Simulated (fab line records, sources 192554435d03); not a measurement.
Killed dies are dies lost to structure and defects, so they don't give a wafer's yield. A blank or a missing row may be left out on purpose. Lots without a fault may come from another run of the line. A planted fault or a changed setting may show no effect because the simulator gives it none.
A struck lot beside a sound one | flow n5_finfet | 17 steps out of a route of 1938
Sound: wafers L832.1, L832.5, L832.6. Struck: wafers L839.2, L839.4. The cause comes at the end.
At each step with rows: each side's tool, then ch and its chambers, then its first start. Under that, the readings that differ: sound wafers | struck wafers | difference of the means | sigmas: that difference in standard deviations of wafers without a fault.
alike: readings whose means differ by less than 2 such deviations, and words and numbers that are the same on both sides. not compared: withheld readings, readings that some wafer has no value for, bounds like >300 that may hide the same value, and numbers for which the record gives no deviation and whose values overlap.
The two part at a step that has a row with sigmas, a row that says differs or no value, or rows on one side only. Numbers that don't overlap but have no deviation are shown without sigmas and don't part them. A reading that every wafer of one side lacks parts them only if that side has two wafers or more.

first, 1 step without rows for these wafers: N5_BEOL_M15_ETCH_61 (etches BARC in N2/H2, target depth 89 nm, overetch 26.7 nm, time 67.9 s).
N5_BEOL_M15_TRENCH_ETCH_34: etches SiO2 in C4F8/O2/Ar, target depth 872.93 nm, time 199 s.
  sound on rie_diel-05 ch 0,2,3, day 12 20:25; struck on rie_diel-05 ch 0,3, day 14 06:42
  alike: O2_flow_sccm, drypump_motor_current_A, he_inner_torr, he_outer_torr, mfc_ar_sccm, oes_f_703_au, oes_product_au, rf_vpp_V, showerhead_plenum_p_Torr, throttle_valve_pct
  not compared: rf_hours_counter_h
N5_BEOL_M15_STRIP_36: strips in O2.
  sound on rie_diel-05 ch 0,1,2, day 12 23:02; struck on rie_diel-02 ch 1,3, day 14 07:29
  alike: drypump_motor_current_A, oes_product_au, rf_vpp_V, showerhead_plenum_p_Torr, throttle_valve_pct
  not compared: rf_hours_counter_h
then, 1 step without rows for these wafers: N5_BEOL_M15_STRIP_62 (strips in O2).
N5_BEOL_M15_STRIP_37: strips in O2.
  sound on rie_diel-05 ch 0,1,2; struck on rie_diel-02 ch 1,3
  alike: drypump_motor_current_A, oes_product_au, rf_vpp_V, showerhead_plenum_p_Torr, throttle_valve_pct
  not compared: rf_hours_counter_h
then, 3 steps without rows for these wafers: N5_BEOL_M15_ETCH_38 (etches SiCN in CF4/N2, target depth 106.4 nm, time 120.5 s); N5_BEOL_M15_PRECLEAN_39 (cleans in residue remover, time 60 s); N5_BEOL_M15_SRD_40 (time 30 s, dry time 30 s).
N5_BEOL_M15_DEGAS_41: time 60 s.
  sound on pvd_sputter-02, day 12 23:39; struck on pvd_sputter-02, day 14 08:00
  alike: heater_power_w
then, 1 step without rows for these wafers: N5_BEOL_M15_PRE_CLEAN_42 (time 30 s).
N5_BEOL_M15_SPUTTER_43: material TaN, target thk 15 nm, time 24.19 s.
  sound on pvd_sputter-02, day 12 23:44; struck on pvd_sputter-02, day 14 08:05
  alike: throttle_valve_pct
N5_BEOL_M15_SPUTTER_44: material Ta, target thk 15 nm, time 24.19 s.
  sound on pvd_sputter-02, day 12 23:49; struck on pvd_sputter-02, day 14 08:10
  reading                                     | sound          | struck | difference | sigmas
  model.Ta_of_BEOL_M15_SPUTTER_44.thk_nm (nm) | 15.2 15.2 14.8 | 8.4 8  | -6.9       |
  alike: throttle_valve_pct
then, 3 steps without rows for these wafers: N5_BEOL_M15_SPUTTER_45 (material Cu, target thk 100 nm, time 16.67 s); N5_BEOL_M15_ECD_47 (material Cu, target thk 1860 nm); N5_BEOL_M15_ANNEAL_48 (time 90 s).
N5_BEOL_M15_CMP_49: polishes, stops on SiO2, t overpolish 4.9 s, target thk 850 nm.
  sound on cmp-01 ch 1,2,3, day 13 00:37; struck on cmp-04 ch 1,2, day 14 08:53
  reading                      | sound             | struck    | difference | sigmas
  barrier_field_endpoint_s (s) | 11.44 11.36 11.70 | 8.74 8.45 | -2.91      | -12
  alike: motor_current_A
N5_BEOL_M15_THK_MEAS_50: measures by xrf.
  sound on film_metro-01, day 13 00:50; struck on film_metro-02, day 14 09:11
  alike: M15_THK

WHERE THEY PART
Only at N5_BEOL_M15_CMP_49, within this record. Later steps at which nothing parts them and some readings are alike: N5_BEOL_M15_THK_MEAS_50.

WHY: what the simulator had put in
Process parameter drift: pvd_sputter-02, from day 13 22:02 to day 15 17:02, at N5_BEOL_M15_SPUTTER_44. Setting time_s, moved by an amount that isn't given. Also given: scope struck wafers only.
